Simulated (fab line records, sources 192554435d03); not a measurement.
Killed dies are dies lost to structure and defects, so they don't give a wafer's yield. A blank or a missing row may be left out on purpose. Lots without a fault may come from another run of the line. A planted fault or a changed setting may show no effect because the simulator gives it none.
One fault seen from 2 desks | flow n5_finfet | each desk has only its own numbers; what lay behind them comes last

THE TOOL OWNER'S DESK: rie_diel-06
The tool's own readings at N5_SD_EPI_N_ETCH_35 (etches SOC in N2/H2, overetch 108 nm, time 486 s): means of the sampled wafers that have a number, for each lot that ran on this tool. A lot is out of limits, marked OUT, if its mean lies more than 4 standard deviations from the usual mean; the brackets give that distance.
Columns: A = drypump_motor_current_A at N5_SD_EPI_N_ETCH_35, usual 5.6 A; B = oes_product_au at N5_SD_EPI_N_ETCH_35, usual 0.67 a.u.; C = rf_vpp_V at N5_SD_EPI_N_ETCH_35, usual 240.2 V; D = showerhead_plenum_p_Torr at N5_SD_EPI_N_ETCH_35, usual 2.50 Torr; E = throttle_valve_pct at N5_SD_EPI_N_ETCH_35, usual 23.9 %
lot  | first seen here | A   | B    | C     | D    | E
L433 | day 5 19:15     | 5.3 | 0.66 | 239.4 | 2.44 | 24.2
L441 | day 7 20:10     | 6.2 | 0.61 | 239.9 | 2.46 | 23.8
L442 | day 7 23:26     | 5.5 | 0.59 | 239.8 | 2.48 | 24.0
L445 | day 8 19:53     | 5.2 | 0.65 | 239.3 | 2.48 | 23.8
This desk's finding: nothing out of limits on any of the 4 lots.

THE METROLOGY DESK
What the gauges read, lot by lot, whatever tool the lot ran on: means of the sampled wafers that have a number. A lot is out of limits, marked OUT, if its mean lies more than 4 standard deviations from the usual mean; the brackets give that distance. Of its 10 readings 7 are shown: those that lie furthest out on some lot.
Columns: A = DIBL_N at N5_BEOL_M4_RC_MEAS_101, usual 36.0 mV/V; B = DIBL_P at N5_BEOL_M4_RC_MEAS_101, usual 36.3 mV/V; C = ION_N at N5_BEOL_M4_RC_MEAS_101, usual 673 uA/um; D = ION_P at N5_BEOL_M4_RC_MEAS_101, usual 461 uA/um; E = SS_P at N5_BEOL_M4_RC_MEAS_101, usual 73.2 mV/dec; F = VT_N at N5_BEOL_M4_RC_MEAS_101, usual 250 mV; G = VT_P at N5_BEOL_M4_RC_MEAS_101, usual -250.9 mV
lot  | first seen here | A    | B    | C   | D   | E    | F   | G
L433 | day 10 11:14    | 36.8 | 37.6 | 665 | 459 | 73.5 | 253 | -249.5
L441 | day 12 17:12    | 35.2 | 35.1 | 654 | 449 | 73.3 | 256 | -250.7
L442 | day 12 23:17    | 35.8 | 34.8 | 671 | 459 | 73.2 | 250 | -254.4
L443 | day 14 04:32    | 35.1 | 33.6 | 655 | 456 | 72.9 | 253 | -253.0
L445 | day 14 06:17    | 39.0 | 37.8 | 681 | 463 | 73.9 | 247 | -248.8
This desk's finding: nothing out of limits on any of the 5 lots.

PUT TOGETHER
The tool owner's desk saw nothing out of limits.
The metrology desk saw nothing out of limits.

WHAT THE SIMULATOR HAD PUT IN
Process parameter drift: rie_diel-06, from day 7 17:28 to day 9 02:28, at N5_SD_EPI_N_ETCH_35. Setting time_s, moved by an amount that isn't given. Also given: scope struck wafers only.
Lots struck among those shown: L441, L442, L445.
